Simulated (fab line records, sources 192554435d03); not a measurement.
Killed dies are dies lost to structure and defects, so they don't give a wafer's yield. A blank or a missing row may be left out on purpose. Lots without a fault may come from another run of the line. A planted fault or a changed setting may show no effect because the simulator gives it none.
Which tool did it? | flow n5_finfet | 24 lots, 72 wafers sampled, at 6 steps of a route of 1938

WHAT THE GAUGES READ, wafer by wafer
N5_BEOL_M0_SAQP_CD_MEAS_29: target cd 14.4 nm. Usual: cd_nm 15.04 nm, standard deviation 0.24.
lot  | measured     | on        | cd_nm (nm)        | flag
L074 | day 5 15:41  | cd_sem-01 | 14.64 15.15 14.84 |
L075 | day 5 20:39  | cd_sem-02 | 14.56 14.91 15.46 |
L076 | day 6 11:45  | cd_sem-01 | 14.73 14.92 14.88 |
L077 | day 6 13:55  | cd_sem-03 | 15.09 15.07 15.66 |
L078 | day 7 00:04  | cd_sem-01 | 14.93 15.21 14.83 |
L079 | day 7 04:46  | cd_sem-02 | 14.88 14.93 14.69 |
L080 | day 7 07:38  | cd_sem-01 | 15.45 14.97 14.76 |
L081 | day 7 10:25  | cd_sem-01 | 15.16 15.29 15.00 |
L082 | day 7 17:25  | cd_sem-01 | 15.01 15.35 14.59 |
L083 | day 7 22:30  | cd_sem-01 | 15.12 14.98 14.98 |
L084 | day 8 05:44  | cd_sem-02 | 15.10 15.37 15.38 |
L085 | day 8 17:10  | cd_sem-01 | 14.89 14.97 14.57 |
L086 | day 8 21:04  | cd_sem-03 | 15.31 14.90 15.14 |
L087 | day 9 01:36  | cd_sem-03 | 15.31 15.01 15.06 |
L088 | day 9 08:34  | cd_sem-03 | 15.23 15.01 14.56 |
L089 | day 9 13:50  | cd_sem-01 | 14.88 14.83 15.03 |
L090 | day 9 20:20  | cd_sem-03 | 14.88 15.28 15.09 |
L091 | day 10 02:17 | cd_sem-02 | 14.96 14.95 15.26 |
L092 | day 10 07:49 | cd_sem-01 | 14.70 15.06 15.39 |
L093 | day 10 12:11 | cd_sem-03 | 15.00 14.94 15.21 |
L094 | day 10 18:41 | cd_sem-01 | 15.09 15.67 14.84 |
L095 | day 10 22:46 | cd_sem-01 | 15.36 15.02 15.20 |
L096 | day 11 03:25 | cd_sem-02 | 15.07 15.15 14.95 |
L097 | day 11 07:05 | cd_sem-02 | 14.88 15.21 15.10 |

WHICH TOOL RAN EACH LOT (tool, then ch and the chambers of the sampled wafers, then the start)
lot  | N5_MOL_CONTACT_COAG_SPUTTER_143 | N5_MOL_CONTACT_COAG_SPUTTER_130 | N5_MOL_CONTACT_COAG_CMP_23    | N5_BEOL_M0_SAQP_PECVD_97        | N5_BEOL_M0_SAQP_SPACER1_ALD_98
L074 | pvd_sputter-01, day 4 18:13     | pvd_sputter-01, day 4 22:16     | cmp-02 ch 0,2,3, day 4 22:34  | pecvd-02 ch 1,2, day 5 11:10    | ald_sin-04 ch 1,2,3, day 5 12:46
L075 | pvd_sputter-01, day 4 22:34     | pvd_sputter-03, day 5 00:17     | cmp-01 ch 0,2,3, day 5 00:33  | pecvd-02 ch 0,1,2, day 5 14:08  | ald_sin-03 ch 0,3, day 5 17:53
L076 | pvd_sputter-02, day 5 15:15     | pvd_sputter-03, day 5 17:04     | cmp-02 ch 2,3, day 5 17:14    | pecvd-02 ch 0,1, day 6 06:25    | ald_sin-04 ch 0,1, day 6 08:08
L077 | pvd_sputter-02, day 5 18:02     | pvd_sputter-02, day 5 21:38     | cmp-02 ch 0,3, day 5 21:49    | pecvd-02 ch 0,1,2, day 6 08:20  | ald_sin-04 ch 0,1,3, day 6 11:23
L078 | pvd_sputter-01, day 6 06:36     | pvd_sputter-02, day 6 08:20     | cmp-02 ch 1,3, day 6 08:31    | pecvd-02 ch 0,1,2, day 6 19:51  | ald_sin-03 ch 0,1,2, day 6 21:28
L079 | pvd_sputter-01, day 6 07:20     | pvd_sputter-03, day 6 12:04     | cmp-01 ch 1,2,3, day 6 12:15  | pecvd-04 ch 1,2, day 7 00:39    | ald_sin-03 ch 0,1,3, day 7 02:20
L080 | pvd_sputter-02, day 6 07:58     | pvd_sputter-01, day 6 12:12     | cmp-02 ch 0,1,2, day 6 12:23  | pecvd-04 ch 1,2, day 7 03:17    | ald_sin-04 ch 1,2,3, day 7 04:54
L081 | pvd_sputter-03, day 6 15:31     | pvd_sputter-01, day 6 18:32     | cmp-04 ch 1,2, day 6 18:43    | pecvd-04 ch 0,1, day 7 06:16    | ald_sin-03 ch 0,1,3, day 7 07:58
L082 | pvd_sputter-03, day 6 19:04     | pvd_sputter-03, day 6 21:10     | cmp-04 ch 0,1,2, day 6 21:21  | pecvd-02 ch 0,1,2, day 7 10:17  | ald_sin-01 ch 0,1,3, day 7 14:46
L083 | pvd_sputter-02, day 7 02:02     | pvd_sputter-03, day 7 05:53     | cmp-04 ch 0,2,3, day 7 06:08  | pecvd-01 ch 0,1, day 7 18:36    | ald_sin-01 ch 0,3, day 7 20:04
L084 | pvd_sputter-01, day 7 10:16     | pvd_sputter-03, day 7 12:18     | cmp-04 ch 0,2,3, day 7 12:31  | pecvd-04 ch 0,2, day 8 01:10    | ald_sin-03 ch 2,3, day 8 03:05
L085 | pvd_sputter-02, day 7 21:07     | pvd_sputter-03, day 7 23:43     | cmp-01 ch 0,2,3, day 7 23:58  | pecvd-02 ch 0,2, day 8 11:32    | ald_sin-03 ch 0,1,3, day 8 13:45
L086 | pvd_sputter-02, day 8 00:29     | pvd_sputter-01, day 8 02:36     | cmp-04 ch 0,2,3, day 8 02:53  | pecvd-02 ch 0,1,2, day 8 15:12  | ald_sin-01 ch 2,3, day 8 17:11
L087 | pvd_sputter-02, day 8 03:10     | pvd_sputter-03, day 8 07:45     | cmp-01 ch 0,1, day 8 08:03    | pecvd-02 ch 0,1, day 8 20:01    | ald_sin-04 ch 0,1,3, day 8 23:04
L088 | pvd_sputter-01, day 8 11:20     | pvd_sputter-03, day 8 14:15     | cmp-04 ch 0,1,2, day 8 14:28  | pecvd-02 ch 1,2, day 9 04:34    | ald_sin-04 ch 0,1,3, day 9 06:08
L089 | pvd_sputter-03, day 8 13:41     | pvd_sputter-01, day 8 16:38     | cmp-04 ch 2,3, day 8 16:50    | pecvd-02 ch 1,2, day 9 09:21    | ald_sin-03 ch 0,3, day 9 11:16
L090 | pvd_sputter-02, day 9 00:27     | pvd_sputter-01, day 9 03:24     | cmp-01 ch 0,1, day 9 03:37    | pecvd-04 ch 0,1,2, day 9 16:19  | ald_sin-01 ch 0,1,3, day 9 17:52
L091 | pvd_sputter-02, day 9 06:20     | pvd_sputter-01, day 9 09:26     | cmp-01 ch 1,2,3, day 9 09:37  | pecvd-02 ch 0,2, day 9 21:25    | ald_sin-03 ch 2,3, day 9 23:20
L092 | pvd_sputter-02, day 9 12:50     | pvd_sputter-03, day 9 16:23     | cmp-04 ch 0,1,3, day 9 16:36  | pecvd-02 ch 0,2, day 10 03:37   | ald_sin-03 ch 0,1,3, day 10 05:22
L093 | pvd_sputter-03, day 9 17:29     | pvd_sputter-02, day 9 20:53     | cmp-01 ch 1,2,3, day 9 21:08  | pecvd-01 ch 0,1, day 10 08:03   | ald_sin-01 ch 0,3, day 10 09:38
L094 | pvd_sputter-02, day 9 22:03     | pvd_sputter-01, day 10 02:15    | cmp-04 ch 0,1,2, day 10 02:30 | pecvd-04 ch 0,1,2, day 10 14:41 | ald_sin-03 ch 0,2,3, day 10 16:14
L095 | pvd_sputter-03, day 10 02:52    | pvd_sputter-02, day 10 04:37    | cmp-01 ch 1,2,3, day 10 04:52 | pecvd-02 ch 0,1,2, day 10 17:40 | ald_sin-04 ch 0,1,3, day 10 19:15
L096 | pvd_sputter-01, day 10 08:07    | pvd_sputter-01, day 10 10:00    | cmp-01 ch 0,1,3, day 10 10:16 | pecvd-01 ch 0,1, day 10 21:02   | ald_sin-03 ch 0,2, day 10 22:40
L097 | pvd_sputter-03, day 10 10:26    | pvd_sputter-01, day 10 13:50    | cmp-02 ch 0,2, day 10 14:04   | pecvd-02 ch 1,2, day 11 02:24   | ald_sin-04 ch 0,1,2, day 11 04:05
- N5_MOL_CONTACT_COAG_SPUTTER_143: material Co, target thk 2.5 nm.
- N5_MOL_CONTACT_COAG_SPUTTER_130: material Co, target thk 47.5 nm.
- N5_MOL_CONTACT_COAG_CMP_23: polishes, stops on SiO2, t overpolish 1.5 s, target thk 0 nm.
- N5_BEOL_M0_SAQP_PECVD_97: deposits SiNx from SiH4/NH3/N2, target thk 23 nm, time 19.9 s.
- N5_BEOL_M0_SAQP_SPACER1_ALD_98: deposits SiO2, target thk 12.8 nm, pulse time 1 s, purge time 2 s.

WHAT THE TOOLS THEMSELVES READ (means of the sampled wafers that have a number; where no wafer has one, the mark that the record gives instead)
N5_MOL_CONTACT_COAG_SPUTTER_143. Usual: chamber_pressure_pa 0.2000 Pa, standard deviation 0.00039; throttle_valve_pct 29.7 %, standard deviation 1.3.
lot  | tool           | chamber_pressure_pa (Pa) | throttle_valve_pct (%) | flag
L074 | pvd_sputter-01 | 0.2000                   | 30.3                   |
L075 | pvd_sputter-01 | 0.1993                   | 29.1                   |
L076 | pvd_sputter-02 | 0.1999                   | 28.8                   |
L077 | pvd_sputter-02 | 0.2000                   | 28.6                   |
L078 | pvd_sputter-01 | 0.1998                   | 29.9                   |
L079 | pvd_sputter-01 | 0.2000                   | 30.3                   |
L080 | pvd_sputter-02 | 0.1997                   | 28.8                   |
L081 | pvd_sputter-03 | 0.1996                   | 30.7                   |
L082 | pvd_sputter-03 | 0.2001                   | 30.7                   |
L083 | pvd_sputter-02 | 0.2001                   | 28.4                   |
L084 | pvd_sputter-01 | 0.2004                   | 31.0                   |
L085 | pvd_sputter-02 | 0.1998                   | 29.0                   |
L086 | pvd_sputter-02 | 0.1997                   | 28.9                   |
L087 | pvd_sputter-02 | 0.1999                   | 28.9                   |
L088 | pvd_sputter-01 | 0.2002                   | 30.5                   |
L089 | pvd_sputter-03 | 0.1995                   | 30.7                   |
L090 | pvd_sputter-02 | 0.2001                   | 29.8                   |
L091 | pvd_sputter-02 | 0.1999                   | 28.1                   |
L092 | pvd_sputter-02 | 0.1999                   | 28.4                   |
L093 | pvd_sputter-03 | 0.2001                   | 30.7                   |
L094 | pvd_sputter-02 | 0.2000                   | 28.4                   |
L095 | pvd_sputter-03 | 0.1998                   | 31.3                   |
L096 | pvd_sputter-01 | 0.2001                   | 29.2                   |
L097 | pvd_sputter-03 | 0.1998                   | 30.2                   |

N5_MOL_CONTACT_COAG_SPUTTER_130. Usual: chamber_pressure_pa 0.5000 Pa, standard deviation 0.00098; throttle_valve_pct 30.1 %, standard deviation 1.1.
lot  | tool           | chamber_pressure_pa (Pa) | throttle_valve_pct (%) | flag
L074 | pvd_sputter-01 | 0.5004                   | 30.5                   |
L075 | pvd_sputter-03 | 0.5015                   | 30.5                   |
L076 | pvd_sputter-03 | 0.4997                   | 30.7                   |
L077 | pvd_sputter-02 | 0.5006                   | 27.8                   |
L078 | pvd_sputter-02 | 0.4996                   | 29.6                   |
L079 | pvd_sputter-03 | 0.5009                   | 30.7                   |
L080 | pvd_sputter-01 | 0.5008                   | 30.5                   |
L081 | pvd_sputter-01 | 0.4998                   | 30.4                   |
L082 | pvd_sputter-03 | 0.5007                   | 30.8                   |
L083 | pvd_sputter-03 | 0.5007                   | 30.1                   |
L084 | pvd_sputter-03 | 0.4991                   | 30.1                   |
L085 | pvd_sputter-03 | 0.4993                   | 30.9                   |
L086 | pvd_sputter-01 | 0.4995                   | 31.1                   |
L087 | pvd_sputter-03 | 0.5002                   | 30.1                   |
L088 | pvd_sputter-03 | 0.5009                   | 29.9                   |
L089 | pvd_sputter-01 | 0.4999                   | 30.4                   |
L090 | pvd_sputter-01 | 0.4999                   | 30.3                   |
L091 | pvd_sputter-01 | 0.5004                   | 30.3                   |
L092 | pvd_sputter-03 | 0.4989                   | 30.0                   |
L093 | pvd_sputter-02 | 0.5001                   | 29.2                   |
L094 | pvd_sputter-01 | 0.4999                   | 29.8                   |
L095 | pvd_sputter-02 | 0.4996                   | 29.1                   |
L096 | pvd_sputter-01 | 0.4995                   | 30.3                   |
L097 | pvd_sputter-01 | 0.4991                   | 30.0                   |

N5_MOL_CONTACT_COAG_CMP_23. Usual: edge_zone_pressure_frac 1.000, standard deviation 0.0049; motor_current_A 8.2 A, standard deviation 0.69; overpolish_run_s 1.500 s, standard deviation 0.0093; platen_rpm 50.30 rpm, standard deviation 0.034; time_to_endpoint_s 9.8 s, standard deviation 2.4.
lot  | tool   | edge_zone_pressure_frac | motor_current_A (A) | overpolish_run_s (s) | platen_rpm (rpm) | time_to_endpoint_s (s) | flag
L074 | cmp-02 | 0.994                   | 7.8                 | 1.505                | 50.30            | 12.1                   |
L075 | cmp-01 | 0.996                   | 8.0                 | 1.507                | 50.27            | 10.9                   |
L076 | cmp-02 | 0.995                   | 7.7                 | 1.501                | 50.33            | 11.2                   |
L077 | cmp-02 | 1.002                   | 7.7                 | 1.507                | 50.33            | 7.9                    |
L078 | cmp-02 | 1.003                   | 7.9                 | 1.497                | 50.28            | 9.2                    |
L079 | cmp-01 | 1.001                   | 8.0                 | 1.501                | 50.27            | 6.9                    |
L080 | cmp-02 | 1.003                   | 8.7                 | 1.493                | 50.29            | 11.7                   |
L081 | cmp-04 | 0.998                   | 7.4                 | 1.495                | 50.34            | 11.3                   |
L082 | cmp-04 | 0.997                   | 8.0                 | 1.494                | 50.30            | 12.5                   |
L083 | cmp-04 | 0.997                   | 9.1                 | 1.495                | 50.28            | 10.4                   |
L084 | cmp-04 | 0.997                   | 8.7                 | 1.504                | 50.29            | 7.1                    |
L085 | cmp-01 | 1.001                   | 7.8                 | 1.493                | 50.30            | 9.0                    |
L086 | cmp-04 | 1.002                   | 8.8                 | 1.495                | 50.31            | 8.3                    |
L087 | cmp-01 | 1.004                   | 8.2                 | 1.497                | 50.31            | 13.5                   |
L088 | cmp-04 | 1.002                   | 8.2                 | 1.499                | 50.30            | 9.6                    |
L089 | cmp-04 | 1.004                   | 8.3                 | 1.505                | 50.30            | 8.4                    |
L090 | cmp-01 | 0.999                   | 8.2                 | 1.498                | 50.33            | 11.8                   |
L091 | cmp-01 | 1.000                   | 7.6                 | 1.501                | 50.32            | 8.0                    |
L092 | cmp-04 | 0.997                   | 8.7                 | 1.493                | 50.29            | 9.1                    |
L093 | cmp-01 | 1.003                   | 8.1                 | 1.497                | 50.29            | 7.4                    |
L094 | cmp-04 | 1.001                   | 8.5                 | 1.497                | 50.30            | 8.3                    |
L095 | cmp-01 | 1.005                   | 7.9                 | 1.490                | 50.30            | 9.7                    |
L096 | cmp-01 | 0.997                   | 7.7                 | 1.497                | 50.30            | 13.0                   |
L097 | cmp-02 | 1.000                   | 8.3                 | 1.508                | 50.27            | 8.1                    |

N5_BEOL_M0_SAQP_PECVD_97. Usual: chamber_pressure_Torr 1.500 Torr, standard deviation 0.004; heater_power_w 554 W, standard deviation 64; showerhead_plenum_p_Torr 5.10 Torr, standard deviation 0.032; showerhead_vpp_V 1061 V, standard deviation 30; throttle_valve_pct 39.7 %, standard deviation 2.6.
lot  | tool     | chamber_pressure_Torr (Torr) | heater_power_w (W) | showerhead_plenum_p_Torr (Torr) | showerhead_vpp_V (V) | throttle_valve_pct (%) | flag
L074 | pecvd-02 | 1.503                        | 525                | 5.10                            | 1060                 | 38.4                   |
L075 | pecvd-02 | 1.495                        | 489                | 5.11                            | 1063                 | 39.1                   |
L076 | pecvd-02 | 1.499                        | 524                | 5.12                            | 1060                 | 40.6                   |
L077 | pecvd-02 | 1.501                        | 505                | 5.10                            | 1068                 | 39.2                   |
L078 | pecvd-02 | 1.503                        | 511                | 5.11                            | 1059                 | 38.9                   |
L079 | pecvd-04 | 1.498                        | 702                | 5.12                            | 1033                 | 40.6                   |
L080 | pecvd-04 | 1.499                        | 642                | 5.14                            | 1077                 | 39.4                   |
L081 | pecvd-04 | 1.496                        | 611                | 5.08                            | 1033                 | 41.8                   |
L082 | pecvd-02 | 1.498                        | 521                | 5.09                            | 1063                 | 39.2                   |
L083 | pecvd-01 | 1.502                        | 538                | 5.08                            | 1097                 | 42.7                   |
L084 | pecvd-04 | 1.497                        | 556                | 5.09                            | 1067                 | 40.7                   |
L085 | pecvd-02 | 1.502                        | 502                | 5.08                            | 1063                 | 38.6                   |
L086 | pecvd-02 | 1.496                        | 528                | 5.10                            | 1065                 | 39.3                   |
L087 | pecvd-02 | 1.499                        | 542                | 5.12                            | 1067                 | 40.6                   |
L088 | pecvd-02 | 1.505                        | 531                | 5.12                            | 1058                 | 40.1                   |
L089 | pecvd-02 | 1.501                        | 516                | 5.09                            | 1066                 | 38.3                   |
L090 | pecvd-04 | 1.504                        | 658                | 5.11                            | 1039                 | 40.6                   |
L091 | pecvd-02 | 1.500                        | 557                | 5.09                            | 1069                 | 38.5                   |
L092 | pecvd-02 | 1.502                        | 531                | 5.09                            | 1053                 | 37.7                   |
L093 | pecvd-01 | 1.499                        | 585                | 5.08                            | 1096                 | 42.7                   |
L094 | pecvd-04 | 1.497                        | 612                | 5.11                            | 1052                 | 40.6                   |
L095 | pecvd-02 | 1.497                        | 513                | 5.10                            | 1064                 | 39.3                   |
L096 | pecvd-01 | 1.502                        | 551                | 5.07                            | 1092                 | 42.7                   |
L097 | pecvd-02 | 1.504                        | 492                | 5.10                            | 1054                 | 38.4                   |

N5_BEOL_M0_SAQP_SPACER1_ALD_98. Usual: chamber_pressure_Torr 2.001 Torr, standard deviation 0.0048; heater_power_w 458 W, standard deviation 48; precursor_pulse_height_rel 0.998, standard deviation 0.018.
lot  | tool       | chamber_pressure_Torr (Torr) | heater_power_w (W) | precursor_pulse_height_rel | flag
L074 | ald_sin-04 | 1.999                        | 485                | 0.992                      |
L075 | ald_sin-03 | 2.001                        | 472                | 1.029                      |
L076 | ald_sin-04 | 2.001                        | 458                | 1.000                      |
L077 | ald_sin-04 | 2.002                        | 450                | 1.006                      |
L078 | ald_sin-03 | 1.999                        | 423                | 0.980                      |
L079 | ald_sin-03 | 2.000                        | 451                | 1.000                      |
L080 | ald_sin-04 | 1.995                        | 493                | 0.999                      |
L081 | ald_sin-03 | 2.004                        | 444                | 0.996                      |
L082 | ald_sin-01 | 2.002                        | 460                | 1.000                      |
L083 | ald_sin-01 | 1.999                        | 457                | 1.018                      |
L084 | ald_sin-03 | 2.001                        | 429                | 0.996                      |
L085 | ald_sin-03 | 1.997                        | 453                | 0.999                      |
L086 | ald_sin-01 | 2.004                        | 452                | 1.010                      |
L087 | ald_sin-04 | 2.001                        | 448                | 0.977                      |
L088 | ald_sin-04 | 2.000                        | 446                | 1.012                      |
L089 | ald_sin-03 | 2.003                        | 476                | 1.007                      |
L090 | ald_sin-01 | 2.002                        | 459                | 0.981                      |
L091 | ald_sin-03 | 1.999                        | 461                | 0.999                      |
L092 | ald_sin-03 | 2.007                        | 457                | 0.994                      |
L093 | ald_sin-01 | 1.999                        | 451                | 0.999                      |
L094 | ald_sin-03 | 1.998                        | 447                | 1.006                      |
L095 | ald_sin-04 | 2.000                        | 447                | 1.008                      |
L096 | ald_sin-03 | 1.998                        | 424                | 0.984                      |
L097 | ald_sin-04 | 2.002                        | 488                | 1.020                      |

THE ANSWER, worked out from the rows above alone
Rule: a lot is off if the mean of its wafers that have a number lies more than 3 standard deviations from the usual mean. A lot without any number at a reading at which 4 lots or more have one is off too. The other lots that the step has rows for count as sound. The gauges are gone through in route order, then the tools' own readings, and for those a lot's mean is taken as printed above. The first step at which some lot is off is used, and at that step the reading that is off furthest; a lot without a number counts as furthest.
No lot is off at any reading shown: from this, nothing can be told.

WHAT THE SIMULATOR HAD PUT IN
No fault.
